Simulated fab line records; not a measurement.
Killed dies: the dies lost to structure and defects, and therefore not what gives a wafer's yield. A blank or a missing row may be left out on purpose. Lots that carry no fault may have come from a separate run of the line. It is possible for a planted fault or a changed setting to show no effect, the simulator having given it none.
Comparing a struck lot with a sound one / flow nandHarc / 26 out of 1159 route steps
Sound: the wafers L478.3, L478.4, L478.5. Struck: wafers L489.3, L489.4, L489.6. The cause comes at the end.
Order at every step that has rows: each side's tool, ch and its chambers, its first start. Under that, the readings that differ: sound wafers / struck wafers / difference of the means / sigmas: that difference in standard deviations of wafers without a fault.
alike: words and numbers the same on both sides, and readings whose means are apart by under 2 such deviations; not compared: readings that were withheld, readings missing a value for some wafer, numbers with overlapping values and no deviation given by the record, and bounds like >300 which may hide the same value.
Wherever a step has rows on one side only, a row that says differs or no value, or a row with sigmas, the two part there. Numbers that don't overlap but have no deviation are shown without sigmas and don't part them. A reading that every wafer of one side lacks parts them only if that side has two wafers or more.

first, 6 steps without rows for these wafers: NHARC_A_SLIT_COAT_03 (resist thk 90 nm); NHARC_A_SLIT_SOFTBAKE_04 (time 55 s); NHARC_A_SLIT_EBR_05; NHARC_A_SLIT_EXPOSE_06 (exposes mask SLIT); NHARC_A_SLIT_PEB_07 (peb time 65 s); NHARC_A_SLIT_DEVELOP_08 (develop time 35 s).
NHARC_A_SLIT_CD_MEAS_09: target cd 300 nm.
  sound on cdSem-02 ch 0, day 16 05:52; struck on cdSem-03 ch 0, day 19 14:42
  alike: cdNm
NHARC_A_SLIT_OVL_MEAS_10:
  sound on overlay-02, day 16 05:57; struck on overlay-01, day 19 14:47
  alike: overlayXNm, overlayYNm
NHARC_A_SLIT_INSPECT_11:
  sound on defectInspect-01, day 16 05:59; struck on defectInspect-01, day 19 14:49
  alike: rawDefectCount
NHARC_A_SLIT_DESCUM_14: chemistry O2, time 3 s.
  sound on rieDiel-03 ch 0,1,3, day 16 06:04; struck on rieDiel-05 ch 0,1,3, day 19 14:53
  alike: drypumpMotorCurrentA, oesProductAu, rfVppV, showerheadPlenumPTorr, throttleValvePct
  not compared: rfHoursCounterH
NHARC_A_SLIT_ETCH_24: etches the open film in CF4/CHF3, target depth 121 nm, time 60.5 s.
  sound on rieDiel-03 ch 0,3, day 16 06:10; struck on rieDiel-05 ch 0,2,3, day 19 14:58
  alike: biasW, drypumpMotorCurrentA, oesProductAu, rfVppV, showerheadPlenumPTorr, throttleValvePct
  not compared: rfHoursCounterH
NHARC_A_SLIT_ETCH_15: etches the open film in O2/COS, target depth 3200 nm, time 832 s.
  sound: rieDiel-03 ch 0,1; struck: rieDiel-05 ch 1,2,3
  alike: biasW, drypumpMotorCurrentA, oesProductAu, rfVppV, showerheadPlenumPTorr, throttleValvePct
  not compared: rfHoursCounterH
NHARC_A_SLIT_ETCH_17: etches the open film in C4F8/O2/Ar, time 1687.5 s, target depth 10100 nm.
  sound on harEtch-02 ch 0,1, day 16 08:00; struck on harEtch-01 ch 0,1, day 19 16:09
  alike: drypumpMotorCurrentA, showerheadPlenumPTorr, throttleValvePct
  not compared: rfHoursCounterH
NHARC_A_SLIT_ETCH_26: etches the open film in C4F8/O2/Ar, time 90 s, target depth 400 nm.
  sound on harEtch-02 ch 0,1, day 16 09:04; struck on harEtch-01 ch 0,1, day 19 17:13
  alike: drypumpMotorCurrentA, showerheadPlenumPTorr, throttleValvePct
  not compared: rfHoursCounterH
then, 2 steps without rows for these wafers: NHARC_A_SLIT_STRIP_28 (strips in O2/COS); NHARC_A_SLIT_ETCH_29 (etches the open film in CF4/O2, target depth 100 nm, overetch 10 nm, time 55 s).
NHARC_A_SLIT_STRIP_18: strips in O2.
  sound: rieDiel-10 ch 0,2,3; struck: rieDiel-05 ch 1,3
  alike: drypumpMotorCurrentA, oesProductAu, rfVppV, showerheadPlenumPTorr, throttleValvePct
  not compared: rfHoursCounterH
then, 2 steps without rows for these wafers: NHARC_A_SLIT_PRECLEAN_19 (cleans in SC1); NHARC_A_SLIT_SRD_20.
NHARC_A_SLIT_CD_MEAS_21:
  sound on cdSem-03, day 16 10:10; struck on cdSem-01, day 19 18:19
  alike: cdNm
then, 3 steps without rows for these wafers: NHARC_A_SIN_REMOVE_WET_00 (chemistry H3PO4, time 15300 s); NHARC_A_SIN_REMOVE_PRECLEAN_01 (cleans in SC1); NHARC_A_SIN_REMOVE_SRD_02.
NHARC_A_SIN_REMOVE_INSPECT_04:
  sound on defectInspect-01, day 16 17:50; struck on defectInspect-02, day 20 02:01
reading=rawDefectCount; sound=264 538 306; struck=747 686 688; difference=+338; sigmas=+5
then, 1 step without rows for these wafers: NHARC_A_WL_FILL_ALD_00 (deposits Al2O3, target thk 3 nm, pulse time 3 s, ald cycles 30).
-- break in the record here, with 6 days between the starts of the struck wafers on either side (left off in module A_WL_FILL, picked up again in module END, where the first step shown is number 1159 on the route) --
NHARC_END_SORT_01:
  the record has rows for the struck wafers here (prober-02 ch 0, day 25 19:44) and none for the sound ones

== WHERE THEY PART ==
Earliest at NHARC_A_SIN_REMOVE_INSPECT_04; latest, in this record, at NHARC_END_SORT_01.

WHY: the cause the simulator had injected
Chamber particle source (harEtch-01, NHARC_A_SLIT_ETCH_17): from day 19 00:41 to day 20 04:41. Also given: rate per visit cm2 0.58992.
